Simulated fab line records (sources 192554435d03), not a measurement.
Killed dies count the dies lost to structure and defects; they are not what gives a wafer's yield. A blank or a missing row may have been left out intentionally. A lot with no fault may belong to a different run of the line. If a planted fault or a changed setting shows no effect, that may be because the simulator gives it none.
Chamber matching	flow n5_finfet	N5_BEOL_M3_ALD_84 on ald_metal-01: 4 sister chambers
The step deposits TaN, pulse time 2 s, purge time 3 s, co reactant purge time 2 s. 8 wafers are shown with their chamber, then 10 later ones without.

== WAFERS, EACH WITH ITS CHAMBER ==
wafer	chamber	heater_power_w (W)
L074.4	3	427
L080.5	0	408
L080.6	3	419
L082.6	1	380
L086.1	1	386
L086.4	0	406
L088.3	2	459
L088.5	2	448

== WAFERS WITHOUT THEIR CHAMBER ==
wafer	heater_power_w (W)
L088.6	433
L091.1	455
L091.4	385
L091.5	395
L092.1	412
L092.3	387
L092.6	387
L095.1	401
L095.5	394
L095.6	424

== WHICH CHAMBER EACH WENT THROUGH ==
wafer	from the rows above	in truth
L088.6	can't be placed: 3 or 2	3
L091.1	2	2
L091.4	1	1
L091.5	can't be placed: 0 or 1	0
L092.1	can't be placed: 0 or 3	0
L092.3	1	1
L092.6	1	1
L095.1	0	0
L095.5	can't be placed: 1 or 0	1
L095.6	3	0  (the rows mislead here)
Placed correctly: 5 of 10. Can't be placed from these rows: 4 (the true chamber is among the candidates in 4). Placed wrongly: 1.
How it was worked out, from the rows above alone: a wafer's distance from a chamber is the root of the sum, over the readings, of the square of ((its reading less the chamber's mean) divided by the reading's scatter). If the next closest chamber is less than 2 further off than the closest, the wafer can't be placed; otherwise it belongs to the closest. A chamber's mean is the mean of its shown wafers. The scatter is the square root of a quotient: the sum, over the shown wafers, of each reading's squared deviation from its chamber's mean, divided by wafers minus chambers.
